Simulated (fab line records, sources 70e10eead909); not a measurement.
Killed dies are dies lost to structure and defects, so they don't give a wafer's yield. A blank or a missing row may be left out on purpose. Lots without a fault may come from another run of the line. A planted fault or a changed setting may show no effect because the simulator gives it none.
Chamber matching | flow nand_harc | NHARC_P_BONDPAD_CMP_19 on cmp-02: 4 sister chambers
The step polishes, t overpolish 30 s, cu recess touch 16 s, target thk 160.81 nm. 8 wafers are shown with their chamber, then 10 later ones without.

WAFERS WITH THEIR CHAMBER
wafer  | chamber | motor_current_A (A) | overpolish_run_s (s)
L082.1 | 1       | 13.3                | 29.994
L082.3 | 0       | 10.8                | 30.004
L082.6 | 0       | 10.7                | 29.999
L086.2 | 2       | 11.4                | 30.004
L086.5 | 2       | 12.0                | 29.996
L086.6 | 3       | 13.2                | 30.004
L087.3 | 1       | 13.6                | 30.001
L087.4 | 3       | 12.8                | 29.988

WAFERS WITHOUT THEIR CHAMBER
wafer  | motor_current_A (A) | overpolish_run_s (s)
L087.5 | 13.5                | 29.999
L088.2 | 12.1                | 30.014
L088.5 | 13.0                | 30.003
L088.6 | 12.0                | 29.998
L091.2 | 10.2                | 29.997
L091.3 | 11.6                | 29.997
L091.4 | 13.1                | 30.002
L094.1 | 13.7                | 29.998
L094.2 | 13.0                | 29.990
L094.4 | 11.7                | 30.016

WHICH CHAMBER EACH WENT THROUGH
wafer  | from the rows above     | in truth
L087.5 | can't be placed: 1 or 3 | 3
L088.2 | can't be placed: 2 or 3 | 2
L088.5 | can't be placed: 3 or 1 | 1
L088.6 | 2                       | 2
L091.2 | 0                       | 0
L091.3 | 2                       | 2
L091.4 | can't be placed: 3 or 1 | 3
L094.1 | can't be placed: 1 or 3 | 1
L094.2 | can't be placed: 3 or 1 | 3
L094.4 | can't be placed: 2 or 0 | 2
Placed correctly: 3 of 10. Can't be placed from these rows: 7 (the true chamber is among the candidates in 7). Placed wrongly: 0.
How it was worked out, from the rows above alone: a wafer's distance from a chamber is the root of the sum, over the readings, of the square of ((its reading less the chamber's mean) divided by the reading's scatter). The wafer belongs to the nearest chamber; if the next one is less than 2 further off, it can't be placed. A chamber's mean is the mean of its shown wafers. The scatter: the root of (the sum of the squares of (reading less its chamber's mean) over the shown wafers, divided by (wafers less chambers)).
